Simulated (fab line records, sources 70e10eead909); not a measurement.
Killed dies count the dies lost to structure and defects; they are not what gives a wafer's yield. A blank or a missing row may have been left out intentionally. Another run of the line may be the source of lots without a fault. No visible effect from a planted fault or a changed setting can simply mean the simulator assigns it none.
fab line records -- flow nand_harc
record lots=24, wafers=72, last_day=34
route steps=1302 shown P_BONDPAD@375 A_ZERO_WELL@404 A_ONON_D1@433 A_CHANNEL_FILL_D1@492
lots untouched by any fault: they come from a run of this same line in which no faults occurred
start_h: hours from the record's first day to the start of the lot's first wafer shown -- wait_h: hours since the lot's step before -- " unchanged from the row above -- L1.1+2: one row covering several wafers at once -- - no value present, or no start provided -- * or withheld: withheld -- < > ~ a bound
route shown NAME@n: names a module that has steps shown in the file, with the first one's number in the route -- usual: mean/standard deviation of fault-free wafers -- same: alike in all rows -- chamber/n: place in a boat -- sites: readings site by site -- _std_site: standard deviation of those values -- _edge_site: mean of outer sites minus mean of inner sites -- radius_mm: how far each site lies from the wafer's centre -- mask NAME#n: copy n -- behind: the most recent tool/chamber to have shaped the wafer -- hold: what put the lot on hold/how long, in hours/how the hold closed -- device: whichever transistor did not switch (one of n, p or np) -- end of line: tests run on the same wafers once the route is complete -- for a step that has no rows: nothing shown but its recipe -- killed: at the first sort, the dies lost to defects and structure; wafer yield is something else -- map: a wafer's dies, x killed, . not, _ none there
set.NAME: the setting that was run; set.NAME@STEP: the one run at that earlier step -- model.NAME: the simulator's own value behind a step, which no gauge read
a sample of lots followed through the steps of the route, with each step as a table and each wafer as a row
services: from which hour (start_h, from the record's first day; less than 0 if before it) a tool's chamber was out of use, for how many hours, and why
## steps
# step NHARC_P_BONDPAD_PRE_CLEAN_26
# recipe time_s=30, temp_c=280, gas=H2/He
# usual heater_power_w=409/42
lot.wafer,tool,chamber,start_h,wait_h,heater_power_w
L074.1,pvd_sputter-01,-,-,-,350
L074.2,pvd_sputter-01,-,-,-,368
L074.3,pvd_sputter-01,-,-,-,492
L075.2,pvd_sputter-02,-,-,-,461
L075.1,pvd_sputter-02,-,-,-,429
L075.4,pvd_sputter-02,-,-,-,373
L076.3,pvd_sputter-03,-,-,-,393
L076.6,pvd_sputter-03,-,-,-,408
L076.5,pvd_sputter-03,-,-,-,386
L077.3,pvd_sputter-02,-,-,-,430
L077.2,pvd_sputter-02,-,-,-,451
L077.1,pvd_sputter-02,-,-,-,425
L078.1,pvd_sputter-01,-,-,-,517
L078.4,pvd_sputter-01,-,-,-,421
L078.5,pvd_sputter-01,-,-,-,490
L079.4,pvd_sputter-01,-,-,-,428
L079.5,pvd_sputter-01,-,-,-,345
L079.6,pvd_sputter-01,-,-,-,364
L080.1,pvd_sputter-02,-,-,-,441
L080.4,pvd_sputter-02,-,-,-,452
L080.2,pvd_sputter-02,-,-,-,385
L081.2,pvd_sputter-02,-,-,-,441
L081.3,pvd_sputter-02,-,-,-,391
L081.6,pvd_sputter-02,-,-,-,461
L082.2,pvd_sputter-03,-,-,-,369
L082.5,pvd_sputter-03,-,-,-,434
L082.6,pvd_sputter-03,-,-,-,371
L083.2,pvd_sputter-01,-,-,-,348
L083.4,pvd_sputter-01,-,-,-,424
L083.5,pvd_sputter-01,-,-,-,361
L084.4,pvd_sputter-03,-,-,-,429
L084.2,pvd_sputter-03,-,-,-,406
L084.6,pvd_sputter-03,-,-,-,431
L085.3,pvd_sputter-03,-,-,-,361
L085.4,pvd_sputter-03,-,-,-,397
L085.2,pvd_sputter-03,-,-,-,382
L086.3,pvd_sputter-01,-,-,-,511
L086.2,pvd_sputter-01,-,-,-,372
L086.5,pvd_sputter-01,-,-,-,424
L087.4,pvd_sputter-03,-,-,-,367
L087.2,pvd_sputter-03,-,-,-,405
L087.3,pvd_sputter-03,-,-,-,424
L088.2,pvd_sputter-03,-,-,-,394
L088.3,pvd_sputter-03,-,-,-,427
L088.6,pvd_sputter-03,-,-,-,393
L089.2,pvd_sputter-01,-,-,-,364
L089.1,pvd_sputter-01,-,-,-,347
L089.4,pvd_sputter-01,-,-,-,505
L090.3,pvd_sputter-02,-,-,-,379
L090.2,pvd_sputter-02,-,-,-,432
L090.6,pvd_sputter-02,-,-,-,410
L091.1,pvd_sputter-03,-,-,-,370
L091.3,pvd_sputter-03,-,-,-,402
L091.4,pvd_sputter-03,-,-,-,378
L092.1,pvd_sputter-01,-,-,-,363
L092.5,pvd_sputter-01,-,-,-,512
L092.6,pvd_sputter-01,-,-,-,429
L093.1,pvd_sputter-02,-,-,-,423
L093.3,pvd_sputter-02,-,-,-,419
L093.5,pvd_sputter-02,-,-,-,376
L094.3,pvd_sputter-01,-,-,-,431
L094.4,pvd_sputter-01,-,-,-,364
L094.5,pvd_sputter-01,-,-,-,420
L096.4,pvd_sputter-02,-,-,-,467
L096.3,pvd_sputter-02,-,-,-,420
L096.5,pvd_sputter-02,-,-,-,444
L095.1,pvd_sputter-02,-,-,-,405
L095.4,pvd_sputter-02,-,-,-,438
L095.5,pvd_sputter-02,-,-,-,416
L097.1,pvd_sputter-02,-,-,-,450
L097.4,pvd_sputter-02,-,-,-,375
L097.5,pvd_sputter-02,-,-,-,414
# step NHARC_P_BONDPAD_PVD_17
# recipe target_thk_a=50, bias_v=168.6, power_w=15000, chamber_pressure_pa=0.12, time_s=8.06, substrate_temp_c=50, material=TaN
# usual throttle_valve_pct=29.9/1.3
lot.wafer,tool,chamber,start_h,wait_h,throttle_valve_pct
L074.1,pvd_sputter-01,-,-,-,29.0
L074.3,pvd_sputter-01,-,-,-,29.0
L074.2,pvd_sputter-01,-,-,-,31.4
L075.1,pvd_sputter-02,-,-,-,32.2
L075.2,pvd_sputter-02,-,-,-,30.6
L075.4,pvd_sputter-02,-,-,-,29.3
L076.3,pvd_sputter-03,-,-,-,30.4
L076.5,pvd_sputter-03,-,-,-,30.7
L076.6,pvd_sputter-03,-,-,-,30.5
L077.1,pvd_sputter-02,-,-,-,30.7
L077.3,pvd_sputter-02,-,-,-,29.2
L077.2,pvd_sputter-02,-,-,-,31.9
L078.1,pvd_sputter-01,-,-,-,31.4
L078.4,pvd_sputter-01,-,-,-,31.5
L078.5,pvd_sputter-01,-,-,-,29.3
L079.4,pvd_sputter-01,-,-,-,31.3
L079.5,pvd_sputter-01,-,-,-,28.8
L079.6,pvd_sputter-01,-,-,-,31.6
L080.1,pvd_sputter-02,-,-,-,32.2
L080.2,pvd_sputter-02,-,-,-,30.5
L080.4,pvd_sputter-02,-,-,-,29.3
L081.2,pvd_sputter-02,-,-,-,32.0
L081.3,pvd_sputter-02,-,-,-,27.6
L081.6,pvd_sputter-02,-,-,-,29.2
L082.2,pvd_sputter-03,-,-,-,30.2
L082.6,pvd_sputter-03,-,-,-,30.2
L082.5,pvd_sputter-03,-,-,-,30.4
L083.4,pvd_sputter-01,-,-,-,31.2
L083.2,pvd_sputter-01,-,-,-,28.6
L083.5,pvd_sputter-01,-,-,-,31.5
L084.2,pvd_sputter-03,-,-,-,28.8
L084.4,pvd_sputter-03,-,-,-,30.1
L084.6,pvd_sputter-03,-,-,-,28.5
L085.2,pvd_sputter-03,-,-,-,30.1
L085.4,pvd_sputter-03,-,-,-,28.7
L085.3,pvd_sputter-03,-,-,-,29.4
L086.2,pvd_sputter-01,-,-,-,31.7
L086.3,pvd_sputter-01,-,-,-,28.6
L086.5,pvd_sputter-01,-,-,-,28.5
L087.4,pvd_sputter-03,-,-,-,29.9
L087.2,pvd_sputter-03,-,-,-,30.2
L087.3,pvd_sputter-03,-,-,-,30.6
L088.2,pvd_sputter-03,-,-,-,29.7
L088.3,pvd_sputter-03,-,-,-,29.8
L088.6,pvd_sputter-03,-,-,-,30.4
L089.4,pvd_sputter-01,-,-,-,28.8
L089.2,pvd_sputter-01,-,-,-,31.1
L089.1,pvd_sputter-01,-,-,-,29.1
L090.3,pvd_sputter-02,-,-,-,29.7
L090.2,pvd_sputter-02,-,-,-,27.3
L090.6,pvd_sputter-02,-,-,-,29.7
L091.1,pvd_sputter-03,-,-,-,30.3
L091.4,pvd_sputter-03,-,-,-,30.5
L091.3,pvd_sputter-03,-,-,-,28.5
L092.1,pvd_sputter-01,-,-,-,28.4
L092.5,pvd_sputter-01,-,-,-,29.3
L092.6,pvd_sputter-01,-,-,-,31.4
L093.1,pvd_sputter-02,-,-,-,27.3
L093.3,pvd_sputter-02,-,-,-,30.0
L093.5,pvd_sputter-02,-,-,-,29.5
L094.4,pvd_sputter-01,-,-,-,28.7
L094.3,pvd_sputter-01,-,-,-,31.2
L094.5,pvd_sputter-01,-,-,-,28.6
L096.3,pvd_sputter-02,-,-,-,29.5
L096.4,pvd_sputter-02,-,-,-,31.5
L096.5,pvd_sputter-02,-,-,-,29.7
L095.4,pvd_sputter-02,-,-,-,29.8
L095.1,pvd_sputter-02,-,-,-,29.7
L095.5,pvd_sputter-02,-,-,-,29.5
L097.1,pvd_sputter-02,-,-,-,29.3
L097.4,pvd_sputter-02,-,-,-,31.3
L097.5,pvd_sputter-02,-,-,-,29.8
# step NHARC_A_ZERO_WELL_ETCH_19
# recipe target_depth_a=800, overetch_a=240, time_s=87.88, ion_energy_ev=200, n2_flow_sccm=150, h2_flow_sccm=150, ar_flow_sccm=0, rf_w=400, bias_w=150, chemistry=N2/H2
# usual drypump_motor_current_A=5.7/0.37, mfc_ar_sccm=0.006/0.009, n2_flow_sccm=150.0/0.52, oes_product_au=1.001/0.0073, rf_vpp_V=431.5/3, showerhead_plenum_p_Torr=2.07/0.1, throttle_valve_pct=14.171/0.0094
lot.wafer,tool,chamber,start_h,wait_h,drypump_motor_current_A,mfc_ar_sccm,n2_flow_sccm,oes_product_au,rf_hours_counter_h,rf_vpp_V,showerhead_plenum_p_Torr,throttle_valve_pct
L074.3,rie_diel-11,1,143.35,0.1,6.2,0,150.0,0.997,2,433.1,2.08,14.175
L074.1,rie_diel-11,2,143.35,0.1,5.4,0.004,150.5,1.006,2,434.8,2.17,14.183
L074.2,rie_diel-11,0,143.35,0.1,5.7,0.009,149.8,1.005,2,427.7,2.00,14.170
L075.2,rie_diel-05,2,161.10,0.1,5.8,0,150.6,0.997,17,427.8,1.94,14.171
L075.1,rie_diel-05,0,161.10,0.1,6.0,0.038,150.5,1.004,13,431.0,2.04,14.185
L075.4,rie_diel-05,1,161.10,0.1,5.0,0,150.6,1.001,14,434.6,2.19,14.169
L076.3,rie_diel-11,0,162.54,0.1,5.7,0.009,149.9,0.999,3,428.7,2.00,14.173
L076.6,rie_diel-11,0,162.54,0.1,5.7,0.009,150.0,0.999,-,429.7,2.00,14.169
L076.5,rie_diel-11,1,162.54,0.1,6.2,0,149.2,1.006,-,431.4,2.08,14.191
L077.1,rie_diel-11,2,169.60,0.1,5.4,0.004,149.2,1.003,3,435.0,2.17,14.179
L077.3,rie_diel-11,3,169.60,0.1,5.7,0,150.6,0.997,3,435.8,2.20,14.185
L077.2,rie_diel-11,0,169.60,0.1,5.7,0.009,150.1,0.999,3,430.1,2.00,14.165
L078.4,rie_diel-04,3,175.47,0.1,5.4,0.025,150.7,0.993,55,426.8,1.89,14.168
L078.1,rie_diel-04,0,175.47,0.1,6.2,0.017,150.6,1.004,54,427.5,1.96,14.176
L078.5,rie_diel-04,1,175.47,0.1,6.3,0.012,149.1,1.005,-,430.4,2.00,14.184
L079.4,rie_diel-05,2,188.12,0.1,5.8,0,149.8,1.005,20,427.7,1.94,14.170
L079.5,rie_diel-05,1,188.12,0.1,5.1,0,150.1,1.013,-,434.5,2.19,14.188
L079.6,rie_diel-05,2,188.12,0.1,5.8,0,149.0,1.002,-,428.8,1.94,14.182
L080.4,rie_diel-11,2,197.53,0.1,5.4,0.004,148.7,1.006,4,434.0,2.17,14.163
L080.1,rie_diel-11,3,197.53,0.1,5.7,0,149.3,0.998,3,434.9,2.20,14.170
L080.2,rie_diel-11,0,197.53,0.1,5.7,0.009,149.3,0.995,4,429.3,2.00,14.175
L081.3,rie_diel-11,1,214.65,0.1,6.2,0,149.1,1.003,4,431.6,2.08,14.169
L081.2,rie_diel-11,0,214.65,0.1,5.7,0.009,149.2,1.010,4,429.4,2.00,14.167
L081.6,rie_diel-11,2,214.65,0.1,5.4,0.004,149.4,1.000,-,434.8,2.17,14.188
L082.2,rie_diel-11,3,215.04,0.1,5.7,0,150.2,0.998,4,435.8,2.20,14.177
L082.5,rie_diel-11,1,215.04,0.1,6.2,0,149.7,1.009,-,433.1,2.08,14.160
L082.6,rie_diel-11,2,215.04,0.1,5.4,0.004,150.3,0.994,-,433.4,2.17,14.180
L083.4,rie_diel-05,2,239.82,0.1,5.9,0,150.2,1.002,0,428.0,1.94,14.162
L083.2,rie_diel-05,1,239.82,0.1,5.1,0,149.6,0.999,0,433.7,2.18,14.169
L083.5,rie_diel-05,2,239.82,0.1,5.9,0,150.8,1.004,-,428.1,1.94,14.182
L084.2,rie_diel-05,0,242.48,0.1,6.1,0.038,150.0,0.991,0,430.3,2.04,14.171
L084.4,rie_diel-05,3,242.48,0.1,5.2,0.008,149.1,1.009,0,426.7,1.88,14.185
L084.6,rie_diel-05,0,242.48,0.1,6.0,0.038,149.8,0.998,-,430.8,2.04,14.172
L085.3,rie_diel-11,0,249.04,0.1,5.7,0.009,150.7,1.003,5,429.5,2.00,14.156
L085.2,rie_diel-11,1,249.04,0.1,6.2,0,150.2,1.006,6,433.9,2.08,14.165
L085.4,rie_diel-11,2,249.04,0.1,5.4,0.004,150.1,1.013,5,433.9,2.17,14.182
L086.2,rie_diel-05,3,263.27,0.1,5.2,0.008,149.8,0.995,1,425.1,1.88,14.162
L086.3,rie_diel-05,1,263.27,0.1,5.0,0,150.5,0.999,2,432.6,2.18,14.167
L086.5,rie_diel-05,3,263.27,0.1,5.2,0.008,149.9,0.997,-,427.1,1.88,14.168
L087.2,rie_diel-05,1,263.64,0.1,5.1,0,149.6,1.004,2,434.1,2.18,14.145
L087.3,rie_diel-05,2,263.64,0.1,5.8,0,149.9,0.997,2,427.5,1.94,14.184
L087.4,rie_diel-05,0,263.64,0.1,6.0,0.038,149.4,0.993,2,430.9,2.04,14.159
L088.2,rie_diel-11,1,286.56,0.1,6.2,0,150.0,1.005,0,430.9,2.08,14.180
L088.3,rie_diel-11,0,286.56,0.1,5.7,0.009,150.4,1.000,0,428.8,2.00,14.170
L088.6,rie_diel-11,1,286.56,0.1,6.2,0,149.8,0.998,-,430.2,2.08,14.185
L089.4,rie_diel-11,3,289.00,0.5,5.7,0,150.5,1.007,1,433.6,2.20,14.178
L089.1,rie_diel-11,0,289.00,0.5,5.7,0.009,149.4,1.013,0,428.8,2.00,14.174
L089.2,rie_diel-11,1,289.00,0.5,6.2,0,149.3,1.005,0,432.2,2.08,14.177
L090.3,rie_diel-04,1,306.27,0.1,6.3,0.012,150.2,1.001,35,428.6,1.98,14.140
L090.2,rie_diel-04,3,306.27,0.1,5.4,0.025,149.5,1.002,40,425.4,1.88,14.163
L090.6,rie_diel-04,0,306.27,0.1,6.2,0.017,149.8,1.000,-,426.7,1.95,14.158
L091.3,rie_diel-11,3,309.92,0.1,5.7,0,149.8,0.992,1,435.5,2.20,14.178
L091.1,rie_diel-11,0,309.92,0.1,5.7,0.009,149.8,0.996,1,429.1,2.00,14.176
L091.4,rie_diel-11,1,309.92,0.1,6.2,0,150.0,0.987,1,432.8,2.08,14.171
L092.1,rie_diel-11,3,317.76,0.1,5.7,0,150.1,0.990,1,433.7,2.20,14.170
L092.6,rie_diel-11,0,317.76,0.1,5.7,0.009,150.2,1.004,-,430.7,2.00,14.169
L092.5,rie_diel-11,1,317.76,0.1,6.2,0,151.2,0.996,-,430.6,2.08,14.167
L093.3,rie_diel-11,0,335.30,0.1,5.7,0.009,149.9,0.991,1,428.6,2.00,14.156
L093.1,rie_diel-11,3,335.30,0.1,5.7,0,150.5,0.991,1,435.2,2.20,14.162
L093.5,rie_diel-11,0,335.30,0.1,5.7,0.009,150.0,1.003,-,430.9,2.00,14.183
L094.4,rie_diel-11,3,343.29,0.1,5.7,0,150.3,0.989,2,434.6,2.20,14.177
L094.3,rie_diel-11,0,343.29,0.1,5.7,0.009,149.5,1.005,2,427.5,2.00,14.178
L094.5,rie_diel-11,3,343.29,0.1,5.7,0,151.2,0.993,-,434.9,2.20,14.174
L096.3,rie_diel-11,1,357.15,0.1,6.2,0,150.7,1.003,2,430.8,2.08,14.179
L096.4,rie_diel-11,2,357.15,0.1,5.4,0.004,150.6,0.998,2,433.9,2.16,14.161
L096.5,rie_diel-11,1,357.15,0.1,6.2,0,150.2,1.007,-,432.1,2.08,14.162
L095.4,rie_diel-11,2,357.85,0.1,5.4,0.004,150.4,1.002,2,434.7,2.17,14.172
L095.1,rie_diel-11,0,357.85,0.1,5.7,0.009,150.0,0.995,2,430.8,2.00,14.168
L095.5,rie_diel-11,2,357.85,0.1,5.4,0.004,150.4,1.004,-,435.0,2.17,14.171
L097.1,rie_diel-11,0,367.69,0.1,5.7,0.009,149.9,1.006,2,428.7,2.00,14.174
L097.4,rie_diel-11,0,367.69,0.1,5.7,0.009,150.6,1.017,-,429.0,2.00,14.156
L097.5,rie_diel-11,2,367.69,0.1,5.4,0.004,151.2,1.005,-,434.0,2.16,14.156
# step NHARC_A_ONON_D1_THK_MEAS_14
# recipe thk_meas_gauge=ellipsometry
# usual thk_nm=1001/9.6
lot.wafer,tool,chamber,start_h,wait_h,thk_nm
L074.1,film_metro-02,-,167.33,-,1004
L074.2,film_metro-02,-,167.33,-,1001
L074.3,film_metro-02,-,167.33,-,1004
L075.1,film_metro-01,-,184.56,-,1002
L075.2,film_metro-01,-,184.56,-,1003
L075.4,film_metro-01,-,184.56,-,1002
L076.3,film_metro-02,-,184.56,-,1008
L076.5,film_metro-02,-,184.56,-,1008
L076.6,film_metro-02,-,184.56,-,1009
L077.1,film_metro-01,-,193.13,-,1000
L077.2,film_metro-01,-,193.13,-,1001
L077.3,film_metro-01,-,193.13,-,1001
L078.1,film_metro-02,-,203.86,-,991
L078.4,film_metro-02,-,203.86,-,989
L078.5,film_metro-02,-,203.86,-,990
L079.4,film_metro-02,-,212.60,-,1012
L079.5,film_metro-02,-,212.60,-,1010
L079.6,film_metro-02,-,212.60,-,1009
L080.1,film_metro-01,-,222.05,-,996
L080.2,film_metro-01,-,222.05,-,997
L080.4,film_metro-01,-,222.05,-,995
L082.2,film_metro-01,-,238.79,-,997
L082.5,film_metro-01,-,238.79,-,998
L082.6,film_metro-01,-,238.79,-,998
L081.2,film_metro-01,-,239.14,-,993
L081.3,film_metro-01,-,239.14,-,994
L081.6,film_metro-01,-,239.14,-,995
L084.2,film_metro-02,-,264.07,-,991
L084.4,film_metro-02,-,264.07,-,994
L084.6,film_metro-02,-,264.07,-,993
L083.2,film_metro-02,-,264.10,-,1013
L083.4,film_metro-02,-,264.10,-,1012
L083.5,film_metro-02,-,264.10,-,1013
L085.2,film_metro-02,-,273.46,-,1004
L085.3,film_metro-02,-,273.46,-,1004
L085.4,film_metro-02,-,273.46,-,1005
L087.2,film_metro-01,-,288.07,-,976
L087.3,film_metro-01,-,288.07,-,977
L087.4,film_metro-01,-,288.07,-,976
L086.2,film_metro-02,-,288.42,-,1002
L086.3,film_metro-02,-,288.42,-,1002
L086.5,film_metro-02,-,288.42,-,999
L088.2,film_metro-02,-,310.41,-,1013
L088.3,film_metro-02,-,310.41,-,1010
L088.6,film_metro-02,-,310.41,-,1012
L089.1,film_metro-01,-,310.43,-,997
L089.2,film_metro-01,-,310.43,-,997
L089.4,film_metro-01,-,310.43,-,997
L090.2,film_metro-01,-,330.46,-,1017
L090.3,film_metro-01,-,330.46,-,1015
L090.6,film_metro-01,-,330.46,-,1016
L091.1,film_metro-01,-,336.37,-,999
L091.3,film_metro-01,-,336.37,-,999
L091.4,film_metro-01,-,336.37,-,1000
L092.1,film_metro-01,-,343.32,-,1004
L092.5,film_metro-01,-,343.32,-,1002
L092.6,film_metro-01,-,343.32,-,1003
L093.1,film_metro-01,-,359.60,-,981
L093.3,film_metro-01,-,359.60,-,980
L093.5,film_metro-01,-,359.60,-,981
L094.3,film_metro-01,-,367.31,-,1015
L094.4,film_metro-01,-,367.31,-,1012
L094.5,film_metro-01,-,367.31,-,1012
L096.3,film_metro-01,-,382.39,-,1005
L096.4,film_metro-01,-,382.39,-,1004
L096.5,film_metro-01,-,382.39,-,1006
L095.1,film_metro-01,-,382.41,-,1011
L095.4,film_metro-01,-,382.41,-,1012
L095.5,film_metro-01,-,382.41,-,1011
L097.1,film_metro-02,-,394.30,-,1001
L097.4,film_metro-02,-,394.30,-,1001
L097.5,film_metro-02,-,394.30,-,1000
# step NHARC_A_ONON_D1_THK_MEAS_34
# recipe thk_meas_gauge=ellipsometry
# usual thk_nm=199.8/2.7
lot.wafer,tool,chamber,start_h,wait_h,thk_nm
L074.1,film_metro-01,-,177.82,-,196.9
L074.2,film_metro-01,-,177.82,-,199.8
L074.3,film_metro-01,-,177.82,-,196.4
L075.1,film_metro-02,-,195.02,0.4,198.6
L075.2,film_metro-02,-,195.02,0.4,201.2
L075.4,film_metro-02,-,195.02,0.4,199.0
L076.3,film_metro-01,-,195.09,-,198.0
L076.5,film_metro-01,-,195.09,-,204.6
L076.6,film_metro-01,-,195.09,-,199.5
L077.1,film_metro-02,-,203.66,-,198.0
L077.2,film_metro-02,-,203.66,-,194.4
L077.3,film_metro-02,-,203.66,-,198.7
L078.1,film_metro-02,-,214.64,-,199.9
L078.4,film_metro-02,-,214.64,-,201.8
L078.5,film_metro-02,-,214.64,-,200.6
L079.4,film_metro-01,-,223.29,0.3,199.6
L079.5,film_metro-01,-,223.29,0.3,195.5
L079.6,film_metro-01,-,223.29,0.3,196.5
L080.1,film_metro-02,-,232.62,-,196.1
L080.2,film_metro-02,-,232.62,-,196.9
L080.4,film_metro-02,-,232.62,-,199.7
L082.2,film_metro-02,-,249.32,-,195.8
L082.5,film_metro-02,-,249.32,-,204.5
L082.6,film_metro-02,-,249.32,-,201.0
L081.2,film_metro-01,-,249.33,-,195.2
L081.3,film_metro-01,-,249.33,-,198.1
L081.6,film_metro-01,-,249.33,-,198.8
L084.2,film_metro-01,-,275.81,-,204.3
L084.4,film_metro-01,-,275.81,-,203.4
L084.6,film_metro-01,-,275.81,-,202.3
L083.2,film_metro-01,-,276.03,-,197.8
L083.4,film_metro-01,-,276.03,-,201.0
L083.5,film_metro-01,-,276.03,-,200.6
L085.2,film_metro-01,-,283.96,-,196.6
L085.3,film_metro-01,-,283.96,-,196.4
L085.4,film_metro-01,-,283.96,-,201.3
L086.2,film_metro-01,-,298.41,-,202.1
L086.3,film_metro-01,-,298.41,-,204.6
L086.5,film_metro-01,-,298.41,-,205.9
L087.2,film_metro-02,-,298.51,-,194.7
L087.3,film_metro-02,-,298.51,-,193.8
L087.4,film_metro-02,-,298.51,-,201.4
L089.1,film_metro-02,-,321.52,-,201.3
L089.2,film_metro-02,-,321.52,-,200.1
L089.4,film_metro-02,-,321.52,-,203.4
L088.2,film_metro-01,-,321.53,-,197.2
L088.3,film_metro-01,-,321.53,-,192.1
L088.6,film_metro-01,-,321.53,-,199.2
L090.2,film_metro-02,-,341.31,-,199.0
L090.3,film_metro-02,-,341.31,-,201.4
L090.6,film_metro-02,-,341.31,-,202.5
L091.1,film_metro-02,-,350.04,-,201.2
L091.3,film_metro-02,-,350.04,-,201.0
L091.4,film_metro-02,-,350.04,-,202.9
L092.1,film_metro-01,-,357.20,-,197.1
L092.5,film_metro-01,-,357.20,-,203.6
L092.6,film_metro-01,-,357.20,-,201.6
L093.1,film_metro-01,-,369.92,-,198.1
L093.3,film_metro-01,-,369.92,-,194.9
L093.5,film_metro-01,-,369.92,-,199.6
L094.3,film_metro-01,-,378.23,-,199.9
L094.4,film_metro-01,-,378.23,-,202.7
L094.5,film_metro-01,-,378.23,-,204.6
L095.1,film_metro-02,-,392.78,-,194.8
L095.4,film_metro-02,-,392.78,-,200.9
L095.5,film_metro-02,-,392.78,-,198.1
L096.3,film_metro-01,-,392.82,-,197.5
L096.4,film_metro-01,-,392.82,-,201.7
L096.5,film_metro-01,-,392.82,-,202.4
L097.1,film_metro-02,-,404.81,-,197.7
L097.4,film_metro-02,-,404.81,-,201.3
L097.5,film_metro-02,-,404.81,-,199.5
# step NHARC_A_CHANNEL_FILL_D1_ALD_02
# recipe target_thk_a=60, pulse_time_s=10, ald_cycles=60, temp_c=300, material=SiO2
# usual heater_power_w=488/73, precursor_pulse_height_rel=1.000/0.02
lot.wafer,tool,chamber,start_h,wait_h,heater_power_w,precursor_pulse_height_rel
L074.2,ald_hk-02,1,190.03,-,451,0.997
L074.3,ald_hk-02,3,190.03,-,402,0.965
L074.1,ald_hk-02,0,190.03,-,656,0.973
L075.1,ald_hk-04,1,205.07,-,423,0.961
L075.4,ald_hk-04,2,205.07,-,458,0.991
L075.2,ald_hk-04,3,205.07,-,535,1.027
L076.3,ald_hk-02,1,207.34,-,457,1.028
L076.5,ald_hk-02,1,207.34,-,435,0.974
L076.6,ald_hk-02,2,207.34,-,435,1.027
L077.3,ald_hk-02,2,213.79,-,432,1.010
L077.2,ald_hk-02,3,213.79,-,410,1.008
L077.1,ald_hk-02,0,213.79,-,648,1.000
L078.1,ald_hk-03,3,228.82,-,519,0.974
L078.4,ald_hk-03,0,228.82,-,456,0.996
L078.5,ald_hk-03,1,228.82,-,587,0.977
L079.4,ald_hk-04,2,235.19,-,463,1.007
L079.6,ald_hk-04,2,235.19,-,472,1.000
L079.5,ald_hk-04,3,235.19,-,531,1.004
L080.2,ald_hk-04,1,243.83,-,434,1.025
L080.4,ald_hk-04,3,243.83,-,520,1.032
L080.1,ald_hk-04,0,243.83,-,492,1.019
L082.2,ald_hk-02,0,261.52,0.2,634,1.008
L082.5,ald_hk-02,3,261.52,0.2,418,0.979
L082.6,ald_hk-02,0,261.52,0.2,648,0.986
L081.2,ald_hk-02,1,261.94,-,450,1.006
L081.3,ald_hk-02,3,261.94,-,405,0.975
L081.6,ald_hk-02,1,261.94,-,462,1.012
L084.2,ald_hk-02,2,289.90,-,440,0.981
L084.4,ald_hk-02,1,289.90,-,463,1.028
L084.6,ald_hk-02,3,289.90,-,405,0.953
L083.2,ald_hk-03,1,291.52,-,581,1.021
L083.4,ald_hk-03,0,291.52,-,466,0.989
L083.5,ald_hk-03,1,291.52,-,590,1.006
L085.4,ald_hk-03,3,295.57,-,525,0.993
L085.2,ald_hk-03,0,295.57,-,444,1.010
L085.3,ald_hk-03,2,295.57,-,463,0.946
L086.3,ald_hk-02,2,316.48,-,447,0.971
L086.2,ald_hk-02,0,316.48,-,632,0.960
L086.5,ald_hk-02,1,316.48,-,457,0.983
L087.2,ald_hk-03,2,317.29,-,475,0.988
L087.4,ald_hk-03,3,317.29,-,523,1.031
L087.3,ald_hk-03,1,317.29,-,572,1.004
L089.4,ald_hk-02,3,335.07,-,420,0.983
L089.1,ald_hk-02,0,335.07,-,643,0.995
L089.2,ald_hk-02,1,335.07,-,454,1.021
L088.2,ald_hk-03,2,335.65,-,476,1.015
L088.3,ald_hk-03,3,335.65,-,513,1.028
L088.6,ald_hk-03,3,335.65,-,517,1.003
L090.2,ald_hk-03,1,352.31,-,592,1.026
L090.3,ald_hk-03,2,352.31,-,480,1.015
L090.6,ald_hk-03,1,352.31,-,603,0.994
L091.4,ald_hk-03,3,361.00,-,510,1.033
L091.1,ald_hk-03,0,361.00,-,459,0.969
L091.3,ald_hk-03,2,361.00,-,468,0.996
L092.1,ald_hk-03,1,369.80,-,597,0.987
L092.5,ald_hk-03,0,369.80,-,467,1.022
L092.6,ald_hk-03,1,369.80,-,601,1.014
L093.1,ald_hk-02,1,380.08,-,432,1.009
L093.3,ald_hk-02,2,380.08,-,443,0.997
L093.5,ald_hk-02,3,380.08,-,409,1.013
L094.3,ald_hk-04,1,399.43,-,421,1.002
L094.4,ald_hk-04,2,399.43,-,472,0.992
L094.5,ald_hk-04,3,399.43,-,505,1.001
L095.1,ald_hk-02,2,405.70,-,447,0.997
L095.4,ald_hk-02,3,405.70,-,393,1.006
L095.5,ald_hk-02,3,405.70,-,399,1.026
L096.3,ald_hk-04,1,408.23,-,410,0.999
L096.4,ald_hk-04,0,408.23,-,492,0.992
L096.5,ald_hk-04,1,408.23,-,408,0.983
L097.4,ald_hk-02,0,415.03,-,626,1.011
L097.1,ald_hk-02,1,415.03,-,423,1.023
L097.5,ald_hk-02,2,415.03,-,441,0.999
## services
tool,chamber,start_h,hours,kind
ald_hk-02,-,122.35,1.5,repair
pvd_sputter-02,-,123.00,1.9,repair
rie_diel-11,-,149.04,0.3,repair
ald_hk-02,-,170.75,10.0,pm
pvd_sputter-03,-,170.91,10.0,pm
ald_hk-03,-,189.27,0.6,repair
pvd_sputter-03,-,217.20,2.5,repair
rie_diel-11,3,222.81,7.6,repair
pvd_sputter-01,-,226.00,10.0,pm
rie_diel-11,0,228.35,14.2,repair
rie_diel-11,-,255.50,9.0,pm
pvd_sputter-02,-,276.17,1.2,repair
pvd_sputter-02,-,282.08,10.0,pm
rie_diel-11,1,291.24,4.1,repair
pvd_sputter-02,-,292.59,1.7,repair
ald_hk-02,-,295.90,0.6,repair
pvd_sputter-03,-,312.77,0.8,repair
pvd_sputter-02,-,317.60,2.1,repair
ald_hk-02,-,348.75,10.0,pm
pvd_sputter-03,-,348.91,10.0,pm
pvd_sputter-01,-,350.29,4.9,repair
rie_diel-11,3,363.26,5.5,repair
pvd_sputter-03,-,400.46,1.8,repair
pvd_sputter-01,-,404.00,10.0,pm
## key
fault none
